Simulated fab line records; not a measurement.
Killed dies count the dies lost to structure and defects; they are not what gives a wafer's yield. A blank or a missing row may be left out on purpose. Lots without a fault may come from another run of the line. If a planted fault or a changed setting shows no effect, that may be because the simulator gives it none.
fab line records	flow n5-finfet
record lots=24	wafers=72	last-day=18
route steps=1938 shown SD_EPI_N@287 SD_EPI_P@304 SDB@363 HKMG_FIN@407
lots with no fault: from the same line, run without faults
start-h: the number of hours between the record's first day and the start of the first shown wafer of the lot	wait-h: how many hours have passed since the lot's step before this one	" as in the row above	L1.1+2: several wafers, shown together as one row	- no value, or no start was given	* or withheld: withheld	< > ~ a bound
route shown NAME@n: NAME is a module with steps in the file, n the number in the route of the first one	usual: average and standard deviation across the fault-free wafers	same: alike in all rows	chamber/n: place in a boat	sites: readings site by site	_std_site: how widely they spread, as a standard deviation	_edge_site: outer sites' mean less inner sites'	radius-mm: for every site, how far away it sits from the centre of the wafer	mask NAME#n: copy n	behind: the most recent tool/chamber to have shaped the wafer	hold: why the lot went on hold/how many hours it stayed there/how the hold came to an end	device: which transistor (n, p or np) failed to switch	end of line: the tests these same wafers got at the end of their route	a step without rows: its recipe alone	killed: dies lost to structure and defects at the first sort, not the wafer's yield	map: a wafer's dies, marking killed ones x, the rest . and places with no die _
set.NAME: the run value of the setting; set.NAME@STEP: its run value at that earlier step	model.NAME: the simulator's own value behind a step, which no gauge read
steps of the route over a sample of lots; a table a step, a row a wafer
services: a tool's chamber out of use, with start hour (start-h, from the record's first day; less than 0 if before it), hours out, and reason
## steps
# step N5_SD_EPI_N_VAPOR_ETCH_50
# recipe chemistry=HCl	target=Si	temp-c=775	time-s=54	pressure-torr=20	mode=isotropic
# usual throttle-valve-pct=11.6/0.42
lot.wafer	tool	chamber	start-h	wait-h	throttle-valve-pct
L074.3	epi-rpcvd-02	0	50.37	0.2	11.8
L074.4	"	0	"	"	11.7
L074.6	"	0	"	"	11.6
L075.1	epi-rpcvd-03	0	58.63	0.3	11.9
L075.2	"	0	"	"	12.0
L075.4	"	0	"	"	11.9
L076.2	epi-rpcvd-03	0	64.56	0.3	12.2
L076.3	"	0	"	"	12.1
L076.4	"	0	"	"	12.0
L077.2	epi-rpcvd-01	0	67.38	0.4	11.1
L077.5	"	0	"	"	11.2
L077.6	"	0	"	"	11.3
L078.1	epi-rpcvd-03	0	73.47	0.3	12.1
L078.4	"	0	"	"	12.0
L078.5	"	0	"	"	11.9
L079.3	epi-rpcvd-03	0	81.80	0.2	12.0
L079.4	"	0	"	"	12.1
L079.6	"	0	"	"	12.1
L080.1	epi-rpcvd-01	0	85.63	0.5	10.9
L080.3	"	0	"	"	11.1
L080.4	"	0	"	"	10.8
L081.2	epi-rpcvd-01	0	92.93	0.3	10.9
L081.3	"	0	"	"	11.1
L081.5	"	0	"	"	11.0
L082.3	epi-rpcvd-01	0	102.90	0.2	11.1
L082.4	"	0	"	"	11.0
L082.6	"	0	"	"	11.0
L083.4	epi-rpcvd-03	0	105.06	0.2	12.2
L083.5	"	0	"	"	12.2
L083.6	"	0	"	"	12.1
L084.2	epi-rpcvd-03	0	112.23	0.3	11.9
L084.4	"	0	"	"	11.8
L084.6	"	0	"	"	12.0
L085.1	epi-rpcvd-02	0	115.15	0.3	11.7
L085.2	"	0	"	"	12.0
L085.6	"	0	"	"	11.8
L086.2	epi-rpcvd-01	0	125.48	0.3	11.0
L086.5	"	0	"	"	11.0
L086.6	"	0	"	"	11.1
L087.2	epi-rpcvd-02	0	130.04	0.3	11.9
L087.3	"	0	"	"	11.5
L087.6	"	0	"	"	11.8
L088.1	epi-rpcvd-01	0	135.44	0.3	11.0
L088.2	"	0	"	"	11.0
L088.3	"	0	"	"	10.9
L089.2	epi-rpcvd-02	0	141.96	0.3	11.7
L089.4	"	0	"	"	12.1
L089.6	"	0	"	"	11.8
L090.1	epi-rpcvd-03	0	145.41	0.3	12.2
L090.3	"	0	"	"	12.1
L090.5	"	0	"	"	12.1
L091.1	epi-rpcvd-03	0	153.04	0.3	12.1
L091.2	"	0	"	"	12.0
L091.4	"	0	"	"	11.8
L092.1	epi-rpcvd-01	0	157.33	0.3	10.9
L092.3	"	0	"	"	11.0
L092.4	"	0	"	"	11.1
L093.1	epi-rpcvd-03	0	165.70	0.3	11.8
L093.5	"	0	"	"	11.9
L093.6	"	0	"	"	11.6
L094.2	epi-rpcvd-02	0	169.99	0.3	11.9
L094.3	"	0	"	"	11.7
L094.5	"	0	"	"	12.0
L095.1	epi-rpcvd-02	0	174.82	0.3	11.8
L095.2	"	0	"	"	11.8
L095.4	"	0	"	"	12.0
L096.4	epi-rpcvd-01	0	186.33	0.2	11.1
L096.5	"	0	"	"	11.0
L096.6	"	0	"	"	11.2
L097.2	epi-rpcvd-01	0	190.98	0.3	11.0
L097.4	"	0	"	"	11.1
L097.5	"	0	"	"	11.3
# step N5_SD_EPI_N_INSPECT_26
# recipe inspect-instrument=darkfield	mode=post-epi
# usual raw-defect-count=202/44
lot.wafer	tool	chamber	start-h	wait-h	raw-defect-count
L074.3	defect-inspect-02	-	52.77	0.1	155
L074.4	"	-	"	"	179
L074.6	"	-	"	"	176
L075.1	defect-inspect-02	-	61.08	0.1	194
L075.2	"	-	"	"	195
L075.4	"	-	"	"	223
L076.2	defect-inspect-02	-	66.99	0.2	198
L076.3	"	-	"	"	223
L076.4	"	-	"	"	207
L077.2	defect-inspect-01	-	70.41	0.1	203
L077.5	"	-	"	"	182
L077.6	"	-	"	"	167
L078.1	defect-inspect-02	-	76.18	0.1	212
L078.4	"	-	"	"	204
L078.5	"	-	"	"	177
L079.3	defect-inspect-01	-	84.25	0.1	240
L079.4	"	-	"	"	200
L079.6	"	-	"	"	285
L080.1	defect-inspect-02	-	90.05	0.1	164
L080.3	"	-	"	"	179
L080.4	"	-	"	"	176
L081.2	defect-inspect-02	-	95.35	0.1	168
L081.3	"	-	"	"	140
L081.5	"	-	"	"	158
L082.3	defect-inspect-02	-	105.76	0.1	147
L082.4	"	-	"	"	182
L082.6	"	-	"	"	227
L083.4	defect-inspect-02	-	107.47	0.1	202
L083.5	"	-	"	"	192
L083.6	"	-	"	"	179
L084.2	defect-inspect-01	-	114.96	0.1	180
L084.4	"	-	"	"	172
L084.6	"	-	"	"	150
L085.1	defect-inspect-01	-	117.63	0.1	237
L085.2	"	-	"	"	149
L085.6	"	-	"	"	204
L086.2	defect-inspect-02	-	127.98	0.1	202
L086.5	"	-	"	"	249
L086.6	"	-	"	"	228
L087.2	defect-inspect-02	-	132.48	0.1	314
L087.3	"	-	"	"	231
L087.6	"	-	"	"	310
L088.1	defect-inspect-01	-	138.07	0.1	204
L088.2	"	-	"	"	213
L088.3	"	-	"	"	232
L089.2	defect-inspect-02	-	144.39	0.1	148
L089.4	"	-	"	"	193
L089.6	"	-	"	"	178
L090.1	defect-inspect-02	-	147.86	0.1	244
L090.3	"	-	"	"	167
L090.5	"	-	"	"	225
L091.1	defect-inspect-02	-	155.57	0.1	158
L091.2	"	-	"	"	215
L091.4	"	-	"	"	196
L092.1	defect-inspect-02	-	159.94	0.1	169
L092.3	"	-	"	"	196
L092.4	"	-	"	"	143
L093.1	defect-inspect-01	-	168.17	0.1	174
L093.5	"	-	"	"	208
L093.6	"	-	"	"	248
L094.2	defect-inspect-01	-	172.44	0.1	220
L094.3	"	-	"	"	228
L094.5	"	-	"	"	193
L095.1	defect-inspect-01	-	177.33	0.1	253
L095.2	"	-	"	"	199
L095.4	"	-	"	"	205
L096.4	defect-inspect-01	-	189.60	0.1	257
L096.5	"	-	"	"	263
L096.6	"	-	"	"	314
L097.2	defect-inspect-01	-	193.44	0.1	281
L097.4	"	-	"	"	235
L097.5	"	-	"	"	182
# step N5_SD_EPI_P_OVL_MEAS_10
# recipe points-per-wafer=44
# usual SD_P_BLK_OVL=0.2/0.75
lot.wafer	tool	chamber	start-h	wait-h	SD_P_BLK_OVL[nm]
L074.3	overlay-01	0	53.20	0.0	1.5
L074.4	"	0	"	"	0.4
L074.6	"	0	"	"	1.0
L075.1	overlay-02	0	61.51	0.0	0.9
L075.2	"	0	"	"	0.3
L075.4	"	0	"	"	1.0
L076.2	overlay-02	0	67.30	0.0	1.5
L076.3	"	0	"	"	0.6
L076.4	"	0	"	"	1.4
L077.2	overlay-01	0	70.72	0.0	0.7
L077.5	"	0	"	"	1.0
L077.6	"	0	"	"	0.1
L078.1	overlay-02	0	76.48	0.0	-2.1
L078.4	"	0	"	"	1.1
L078.5	"	0	"	"	-0.8
L079.3	overlay-01	0	84.68	0.0	0.0
L079.4	"	0	"	"	-0.6
L079.6	"	0	"	"	0.3
L080.1	overlay-02	0	90.48	0.0	-0.5
L080.3	"	0	"	"	0.0
L080.4	"	0	"	"	1.4
L081.2	overlay-02	0	95.65	0.0	1.5
L081.3	"	0	"	"	-0.1
L081.5	"	0	"	"	0.6
L082.3	overlay-01	0	106.19	0.0	-0.5
L082.4	"	0	"	"	-0.9
L082.6	"	0	"	"	-0.1
L083.4	overlay-02	0	107.77	0.0	0.1
L083.5	"	0	"	"	0.0
L083.6	"	0	"	"	-0.9
L084.2	overlay-01	0	115.39	0.0	1.1
L084.4	"	0	"	"	1.5
L084.6	"	0	"	"	-0.2
L085.1	overlay-02	0	117.94	0.0	0.8
L085.2	"	0	"	"	1.2
L085.6	"	0	"	"	0.9
L086.2	overlay-02	0	128.29	0.0	1.3
L086.5	"	0	"	"	0.4
L086.6	"	0	"	"	0.3
L087.2	overlay-01	0	132.91	0.0	0.2
L087.3	"	0	"	"	-0.3
L087.6	"	0	"	"	0.6
L088.1	overlay-02	0	138.50	0.0	1.6
L088.2	"	0	"	"	-0.2
L088.3	"	0	"	"	0.5
L089.2	overlay-02	0	144.69	0.0	1.9
L089.4	"	0	"	"	1.5
L089.6	"	0	"	"	1.9
L090.1	overlay-01	0	148.29	0.0	0.7
L090.3	"	0	"	"	-0.4
L090.5	"	0	"	"	0.9
L091.1	overlay-01	0	156.00	0.0	1.0
L091.2	"	0	"	"	0.5
L091.4	"	0	"	"	0.1
L092.1	overlay-01	0	160.37	0.0	0.6
L092.3	"	0	"	"	1.1
L092.4	"	0	"	"	-0.2
L093.1	overlay-02	0	168.60	0.0	-0.2
L093.5	"	0	"	"	-0.2
L093.6	"	0	"	"	-0.4
L094.2	overlay-02	0	172.75	0.0	0.3
L094.3	"	0	"	"	-0.5
L094.5	"	0	"	"	-0.3
L095.1	overlay-01	0	177.76	0.0	0.1
L095.2	"	0	"	"	0.1
L095.4	"	0	"	"	-0.2
L096.4	overlay-01	0	190.03	0.0	0.8
L096.5	"	0	"	"	-0.4
L096.6	"	0	"	"	0.4
L097.2	overlay-01	0	193.87	0.0	0.7
L097.4	"	0	"	"	0.1
L097.5	"	0	"	"	0.2
# step N5_SD_EPI_P_STRIP_40
# recipe chemistry=N2/H2	power-w=1000	temp-c=250	h2-frac=0.65	overash-fraction=0.3	pressure-mtorr=withheld	n2-flow-sccm=1750	h2-flow-sccm=3250
# usual drypump-motor-current-A=5.7/0.49	heater-power-w=347/19	oes-product-au=0.763/0.012
lot.wafer	tool	chamber	start-h	wait-h	drypump-motor-current-A	heater-power-w	oes-product-au	rf-hours-counter-h
L074.3	plasma-asher-02	1	54.14	0.0	5.5	338	0.751	-
L074.4	"	0	"	"	5.8	321	0.757	-
L074.6	"	0	"	"	5.8	329	0.749	-
L075.1	plasma-asher-02	0	62.45	0.1	5.8	327	0.767	81
L075.2	"	1	"	"	5.4	349	0.763	81
L075.4	"	1	"	"	5.5	344	0.755	-
L076.2	plasma-asher-01	1	68.19	0.0	6.4	343	0.758	39
L076.3	"	1	"	"	6.4	335	0.771	-
L076.4	"	0	"	"	5.1	388	0.785	-
L077.2	plasma-asher-02	0	71.84	0.0	5.8	321	0.763	82
L077.5	"	1	"	"	5.5	342	0.768	-
L077.6	"	0	"	"	5.8	324	0.756	-
L078.1	plasma-asher-01	1	77.37	0.0	6.4	335	0.761	41
L078.4	"	1	"	"	6.4	335	0.762	-
L078.5	"	1	"	"	6.4	336	0.736	-
L079.3	plasma-asher-02	1	85.59	0.0	5.5	354	0.770	-
L079.4	"	0	"	"	5.8	331	0.743	-
L079.6	"	1	"	"	5.5	344	0.753	-
L080.1	plasma-asher-01	0	91.37	0.0	5.1	382	0.774	43
L080.3	"	1	"	"	6.4	332	0.772	-
L080.4	"	0	"	"	5.1	376	0.775	-
L081.2	plasma-asher-01	0	96.83	0.0	5.1	382	0.758	45
L081.3	"	0	"	"	5.1	376	0.761	-
L081.5	"	0	"	"	5.1	364	0.768	-
L082.3	plasma-asher-01	0	107.16	0.1	5.1	372	0.774	-
L082.4	"	1	"	"	6.5	339	0.778	-
L082.6	"	0	"	"	5.1	380	0.743	-
L083.4	plasma-asher-01	1	109.14	0.0	6.4	346	0.770	-
L083.5	"	0	"	"	5.1	386	0.778	-
L083.6	"	1	"	"	6.5	345	0.750	-
L084.2	plasma-asher-01	1	116.28	0.0	6.4	336	0.757	49
L084.4	"	1	"	"	6.5	338	0.766	-
L084.6	"	1	"	"	6.4	339	0.786	-
L085.1	plasma-asher-02	1	118.83	0.0	5.5	353	0.741	91
L085.2	"	0	"	"	5.8	329	0.756	91
L085.6	"	0	"	"	5.8	315	0.767	-
L086.2	plasma-asher-01	1	129.18	0.0	6.4	338	0.779	52
L086.5	"	1	"	"	6.4	338	0.764	-
L086.6	"	0	"	"	5.1	372	0.761	-
L087.2	plasma-asher-01	1	133.95	0.0	6.5	343	0.751	53
L087.3	"	0	"	"	5.1	376	0.767	-
L087.6	"	1	"	"	6.4	330	0.735	-
L088.1	plasma-asher-02	1	139.58	0.2	5.5	343	0.753	96
L088.2	"	0	"	"	5.8	326	0.759	96
L088.3	"	0	"	"	5.8	335	0.748	-
L089.2	plasma-asher-02	0	145.58	0.0	5.8	334	0.769	98
L089.4	"	0	"	"	5.8	335	0.760	-
L089.6	"	0	"	"	5.9	325	0.750	-
L090.1	plasma-asher-02	1	149.18	0.0	5.5	349	0.752	99
L090.3	"	1	"	"	5.5	346	0.771	-
L090.5	"	1	"	"	5.5	350	0.748	-
L091.1	plasma-asher-02	1	156.89	0.0	5.5	357	0.756	102
L091.2	"	0	"	"	5.8	332	0.746	102
L091.4	"	1	"	"	5.5	338	0.760	-
L092.1	plasma-asher-01	1	161.32	0.0	6.4	344	0.777	55
L092.3	"	1	"	"	6.5	335	0.766	-
L092.4	"	0	"	"	5.1	375	0.756	-
L093.1	plasma-asher-02	1	169.50	0.0	5.5	344	0.764	104
L093.5	"	1	"	"	5.5	346	0.742	-
L093.6	"	0	"	"	5.8	328	0.770	-
L094.2	plasma-asher-02	1	173.75	0.0	5.5	355	0.775	105
L094.3	"	1	"	"	5.5	348	0.748	-
L094.5	"	1	"	"	5.5	347	0.768	-
L095.1	plasma-asher-01	0	178.65	0.0	5.1	369	0.759	59
L095.2	"	1	"	"	6.4	340	0.756	59
L095.4	"	1	"	"	6.4	326	0.766	-
L096.4	plasma-asher-02	1	190.94	0.0	5.4	349	0.771	-
L096.5	"	0	"	"	5.8	332	0.775	-
L096.6	"	1	"	"	5.4	351	0.771	-
L097.2	plasma-asher-01	1	194.76	0.0	6.5	333	0.767	62
L097.4	"	1	"	"	6.4	331	0.761	-
L097.5	"	1	"	"	6.5	342	0.785	-
# step N5_SDB_STRIP_21
# recipe chemistry=CF4	resist=SiARC	power-w=300	bias-power-w=75	pressure-mtorr=50	cf4-flow-sccm=150	rf-frequency-hz=6e+07
# usual drypump-motor-current-A=5.7/0.43	oes-product-au=0.76/0.09	rf-vpp-V=271.7/1.4	showerhead-plenum-p-Torr=1.83/0.053	throttle-valve-pct=13.68/0.24
lot.wafer	tool	chamber	start-h	wait-h	drypump-motor-current-A	oes-product-au	rf-hours-counter-h	rf-vpp-V	showerhead-plenum-p-Torr	throttle-valve-pct
L074.3	rie-diel-06	2	66.67	0.0	6.4	0.70	230	271.1	1.84	13.72
L074.4	"	1	"	"	6.5	0.72	-	272.8	1.87	13.68
L074.6	"	2	"	"	6.4	0.70	-	271.5	1.84	13.71
L075.1	rie-diel-05	2	73.93	0.0	5.7	0.80	83	273.2	1.91	13.59
L075.2	"	3	"	"	6.2	0.71	193	271.6	1.78	13.79
L075.4	"	0	"	"	5.3	0.67	234	270.5	1.77	13.78
L076.2	rie-diel-04	3	80.35	0.0	5.3	0.73	197	271.7	1.79	13.91
L076.3	"	1	"	"	5.4	0.73	198	271.8	1.86	13.74
L076.4	"	0	"	"	5.3	0.70	210	272.3	1.84	13.87
L077.2	rie-diel-04	3	84.73	0.0	5.3	0.73	199	270.3	1.79	13.91
L077.5	"	0	"	"	5.3	0.69	-	272.5	1.84	13.86
L077.6	"	1	"	"	5.4	0.72	-	272.4	1.86	13.75
L078.1	rie-diel-06	2	89.42	0.0	6.4	0.69	241	272.7	1.84	13.73
L078.4	"	3	"	"	5.7	0.67	242	273.9	1.85	13.74
L078.5	"	0	"	"	5.4	0.71	-	269.1	1.72	13.69
L079.3	rie-diel-06	0	96.49	0.0	5.3	0.71	176	270.0	1.72	13.70
L079.4	"	3	"	"	5.7	0.68	246	272.6	1.85	13.76
L079.6	"	2	"	"	6.4	0.69	-	271.6	1.84	13.76
L080.1	rie-diel-04	1	102.74	0.0	5.4	0.72	205	272.6	1.86	13.77
L080.3	"	3	"	"	5.4	0.72	204	270.2	1.79	13.91
L080.4	"	2	"	"	5.8	0.82	83	273.9	1.90	13.63
L081.2	rie-diel-05	1	107.64	0.0	6.1	0.91	10	270.5	1.84	13.16
L081.3	"	0	"	"	5.4	0.67	244	270.1	1.76	13.82
L081.5	"	0	"	"	5.4	0.66	-	269.9	1.76	13.80
L082.3	rie-diel-05	2	117.86	0.0	5.7	0.78	100	273.8	1.90	13.61
L082.4	"	1	"	"	6.1	0.90	15	272.3	1.84	13.17
L082.6	"	2	"	"	5.7	0.77	-	273.7	1.90	13.63
L083.4	rie-diel-04	2	119.78	0.0	5.8	0.82	87	274.7	1.90	13.67
L083.5	"	1	"	"	5.4	0.72	-	271.2	1.86	13.80
L083.6	"	0	"	"	5.3	0.69	-	275.4	1.83	13.89
L084.2	rie-diel-06	1	127.00	0.0	6.5	0.70	234	274.0	1.86	13.75
L084.4	"	2	"	"	6.3	0.69	-	270.7	1.83	13.78
L084.6	"	0	"	"	5.4	0.69	-	269.6	1.72	13.71
L085.1	rie-diel-05	2	130.43	0.0	5.7	0.77	105	273.2	1.90	13.64
L085.2	"	1	"	"	6.1	0.90	20	271.7	1.84	13.19
L085.6	"	3	"	"	6.1	0.70	-	270.7	1.78	13.84
L086.2	rie-diel-04	2	140.00	0.0	5.8	0.82	94	271.6	1.90	13.67
L086.5	"	0	"	"	5.3	0.68	-	274.1	1.83	13.93
L086.6	"	1	"	"	5.4	0.72	-	271.5	1.86	13.79
L087.2	rie-diel-05	1	145.17	0.0	6.1	0.88	27	272.3	1.84	13.20
L087.3	"	0	"	"	5.3	0.96	1	271.2	1.76	13.28
L087.6	"	3	"	"	6.1	0.69	-	269.7	1.77	13.82
L088.1	rie-diel-04	1	151.25	0.0	5.4	0.71	221	272.8	1.86	13.79
L088.2	"	2	"	"	5.8	0.81	98	272.5	1.90	13.69
L088.3	"	0	"	"	5.3	0.68	234	273.2	1.83	13.92
L089.2	rie-diel-06	3	158.31	0.0	5.7	0.90	14	271.0	1.84	13.22
L089.4	"	0	"	"	5.4	0.69	202	270.2	1.71	13.74
L089.6	"	0	"	"	5.3	0.69	-	269.6	1.71	13.75
L090.1	rie-diel-04	1	160.74	0.0	5.4	0.71	224	272.0	1.86	13.82
L090.3	"	2	"	"	5.9	0.81	101	273.9	1.89	13.69
L090.5	"	3	"	"	5.3	0.71	-	271.4	1.79	13.97
L091.1	rie-diel-04	0	168.11	0.0	5.3	0.68	240	271.5	1.83	13.93
L091.2	"	1	"	"	5.4	0.70	227	273.7	1.85	13.81
L091.4	"	3	"	"	5.3	0.71	226	270.4	1.79	13.95
L092.1	rie-diel-06	2	172.32	0.0	6.4	0.95	12	268.9	1.83	13.25
L092.3	"	3	"	"	5.7	0.87	20	271.9	1.84	13.25
L092.4	"	3	"	"	5.7	0.88	-	271.3	1.84	13.23
L093.1	rie-diel-04	0	181.70	0.0	5.4	0.68	245	271.9	1.83	13.94
L093.5	"	0	"	"	5.3	0.67	-	271.2	1.83	13.94
L093.6	"	1	"	"	5.4	0.70	-	271.9	1.85	13.84
L094.2	rie-diel-06	0	184.51	0.0	5.3	0.68	213	268.4	1.71	13.78
L094.3	"	3	"	"	5.7	0.87	24	272.2	1.84	13.26
L094.5	"	2	"	"	6.4	0.94	-	272.3	1.83	13.25
L095.1	rie-diel-04	2	189.46	0.0	5.9	0.79	110	273.6	1.89	13.71
L095.2	"	1	"	"	5.4	0.71	235	273.3	1.85	13.83
L095.4	"	0	"	"	5.3	0.67	247	272.5	1.83	13.96
L096.4	rie-diel-06	2	202.84	0.0	6.4	0.92	22	271.9	1.83	13.27
L096.5	"	1	"	"	6.4	0.93	-	271.7	1.86	13.23
L096.6	"	0	"	"	5.3	0.68	-	267.6	1.71	13.78
L097.2	rie-diel-06	1	205.87	0.0	6.5	0.93	10	272.1	1.86	13.25
L097.4	"	2	"	"	6.4	0.92	23	272.0	1.83	13.25
L097.5	"	0	"	"	5.3	0.68	-	269.1	1.71	13.80
# step N5_HKMG_FIN_STRIP_93
# recipe chemistry=N2/H2	material=SOC	time-s=20	power-w=500	temp-c=40	pressure-mtorr=50	rf-frequency-hz=6e+07	bias-power-w=8	h2-frac=0.5	n2-flow-sccm=300	h2-flow-sccm=300
# usual drypump-motor-current-A=5.8/0.43	oes-product-au=0.75/0.083	rf-vpp-V=54.3/0.76	showerhead-plenum-p-Torr=3.40/0.096	throttle-valve-pct=19.0/0.49
lot.wafer	tool	chamber	start-h	wait-h	drypump-motor-current-A	oes-product-au	rf-hours-counter-h	rf-vpp-V	showerhead-plenum-p-Torr	throttle-valve-pct
L074.3	rie-diel-06	2	72.89	0.2	6.4	0.69	233	54.9	3.43	18.7
L074.4	"	1	"	"	6.4	0.73	213	54.5	3.44	18.8
L074.6	"	1	"	"	6.5	0.72	-	54.2	3.44	18.8
L075.1	rie-diel-06	1	83.03	0.2	6.5	0.73	217	53.4	3.44	18.8
L075.2	"	3	"	"	5.7	0.70	239	54.2	3.45	18.8
L075.4	"	3	"	"	5.7	0.69	-	54.6	3.45	18.8
L076.2	rie-diel-06	2	86.55	0.2	6.4	0.70	239	55.2	3.43	18.7
L076.3	"	1	"	"	6.5	0.73	219	55.2	3.44	18.8
L076.4	"	2	"	"	6.4	0.70	-	54.0	3.43	18.7
L077.2	rie-diel-06	3	90.78	0.2	5.7	0.69	243	55.5	3.45	18.8
L077.5	"	1	"	"	6.5	0.72	-	54.5	3.44	18.8
L077.6	"	2	"	"	6.4	0.68	-	54.3	3.43	18.7
L078.1	rie-diel-06	2	95.57	0.2	6.4	0.70	243	52.9	3.42	18.7
L078.4	"	3	"	"	5.7	0.69	245	52.6	3.45	18.8
L078.5	"	3	"	"	5.7	0.68	-	54.4	3.45	18.8
L079.3	rie-diel-06	1	102.36	0.2	6.5	0.73	224	53.4	3.43	18.8
L079.4	"	0	"	"	5.3	0.70	178	53.7	3.19	18.9
L079.6	"	2	"	"	6.4	0.69	-	55.0	3.42	18.7
L080.1	rie-diel-05	1	108.79	0.2	6.1	0.95	11	53.4	3.43	18.5
L080.3	"	0	"	"	5.3	0.66	245	53.3	3.33	19.4
L080.4	"	3	"	"	6.1	0.72	206	53.4	3.35	19.8
L081.2	rie-diel-06	1	114.95	0.2	6.5	0.72	230	53.9	3.43	18.8
L081.3	"	0	"	"	5.3	0.69	183	54.0	3.19	18.9
L081.5	"	2	"	"	6.4	0.68	-	53.2	3.42	18.7
L082.3	rie-diel-05	1	124.11	0.2	6.1	0.94	16	54.4	3.43	18.5
L082.4	"	3	"	"	6.1	0.71	211	54.1	3.35	19.8
L082.6	"	1	"	"	6.2	0.94	-	53.2	3.43	18.5
L083.4	rie-diel-06	0	126.22	0.0	5.4	0.70	-	54.6	3.19	18.9
L083.5	"	2	"	"	6.4	0.68	-	54.4	3.42	18.7
L083.6	"	1	"	"	6.5	0.71	-	54.0	3.43	18.8
L084.2	rie-diel-04	0	133.41	0.2	5.4	0.69	229	55.2	3.43	19.2
L084.4	"	2	"	"	5.9	0.82	92	53.9	3.51	18.6
L084.6	"	3	"	"	5.4	0.75	-	52.6	3.31	18.9
L085.1	rie-diel-06	1	136.31	0.2	6.5	0.71	239	53.8	3.43	18.8
L085.2	"	0	"	"	5.4	0.70	193	55.7	3.18	18.9
L085.6	"	3	"	"	5.7	0.95	-	52.8	3.45	18.4
L086.2	rie-diel-04	2	146.13	0.2	5.9	0.82	96	53.9	3.51	18.6
L086.5	"	1	"	"	5.4	0.71	-	54.3	3.48	20.1
L086.6	"	2	"	"	5.8	0.81	-	53.8	3.51	18.6
L087.2	rie-diel-06	2	151.60	0.2	6.4	0.98	3	55.0	3.42	18.3
L087.3	"	1	"	"	6.5	0.70	245	54.3	3.42	18.8
L087.6	"	3	"	"	5.7	0.91	-	55.2	3.44	18.4
L088.1	rie-diel-05	0	157.63	0.2	5.4	0.91	6	54.1	3.33	19.2
L088.2	"	3	"	"	6.2	0.68	225	53.3	3.34	19.8
L088.3	"	2	"	"	5.7	0.77	116	54.9	3.54	19.4
L089.2	rie-diel-05	0	165.27	0.2	5.4	0.91	9	54.9	3.33	19.2
L089.4	"	3	"	"	6.1	0.69	228	54.0	3.34	19.9
L089.6	"	2	"	"	5.7	0.77	-	54.3	3.54	19.4
L090.1	rie-diel-04	0	167.85	0.2	5.3	0.68	240	55.0	3.42	19.2
L090.3	"	3	"	"	5.3	0.73	226	55.5	3.31	19.0
L090.5	"	1	"	"	5.4	0.71	-	54.1	3.48	20.1
L091.1	rie-diel-06	2	174.59	0.2	6.4	0.93	13	54.3	3.41	18.3
L091.2	"	0	"	"	5.4	0.68	210	53.0	3.18	18.9
L091.4	"	0	"	"	5.4	0.68	-	55.0	3.18	18.9
L092.1	rie-diel-05	1	178.42	0.2	6.1	0.89	39	55.2	3.42	18.6
L092.3	"	2	"	"	5.7	0.76	123	53.4	3.54	19.4
L092.4	"	0	"	"	5.4	0.89	11	55.0	3.32	19.2
L093.1	rie-diel-05	3	189.15	0.2	6.1	0.68	237	54.0	3.33	19.9
L093.5	"	2	"	"	5.6	0.76	-	54.2	3.53	19.4
L093.6	"	3	"	"	6.2	0.68	-	53.6	3.33	19.9
L094.2	rie-diel-04	0	190.84	0.2	5.3	0.68	247	53.2	3.42	19.2
L094.3	"	3	"	"	5.4	0.74	235	54.3	3.30	19.0
L094.5	"	0	"	"	5.3	0.68	-	54.3	3.42	19.2
L095.1	rie-diel-04	3	197.22	0.2	5.4	0.73	237	52.2	3.30	19.0
L095.2	"	1	"	"	5.4	0.71	239	54.2	3.47	20.1
L095.4	"	2	"	"	5.9	0.80	114	55.0	3.50	18.6
L096.4	rie-diel-04	3	208.89	0.0	5.3	0.73	-	54.9	3.30	19.0
L096.5	"	1	"	"	5.4	0.69	-	53.9	3.47	20.1
L096.6	"	2	"	"	5.9	0.80	-	54.4	3.50	18.6
L097.2	rie-diel-05	3	212.64	0.2	6.2	0.68	246	55.2	3.33	19.9
L097.4	"	2	"	"	5.7	0.75	136	55.1	3.53	19.4
L097.5	"	2	"	"	5.7	0.75	-	55.4	3.53	19.4
## services
tool	chamber	start-h	hours	kind
rie-diel-04	3	33.53	8.9	repair
rie-diel-04	3	43.63	2.5	repair
rie-diel-06	3	59.63	11.1	repair
rie-diel-04	1	64.66	7.4	repair
rie-diel-06	0	80.80	5.8	repair
rie-diel-05	1	102.88	4.1	repair
rie-diel-06	3	109.47	-	clean
rie-diel-06	3	109.47	-	consumable-replace:focus-ring
rie-diel-06	3	109.47	17.5	scheduled-down
rie-diel-06	3	109.47	17.5	vent-cycle
epi-rpcvd-02	-	123.87	4.3	pm
rie-diel-06	2	127.08	-	clean
rie-diel-06	2	127.08	-	consumable-replace:focus-ring
rie-diel-06	2	127.08	14.0	scheduled-down
epi-rpcvd-02	-	132.39	8.7	repair
plasma-asher-01	-	137.25	14.6	pm
rie-diel-05	0	167.07	5.0	repair
epi-rpcvd-03	-	175.27	2.3	repair
rie-diel-04	2	175.54	3.6	repair
plasma-asher-02	-	178.06	0.3	repair
epi-rpcvd-03	-	183.28	8.1	pm
rie-diel-05	1	183.42	12.0	repair
epi-rpcvd-03	-	191.38	2.8	pm
rie-diel-05	-	205.16	0.7	repair
## key
fault none
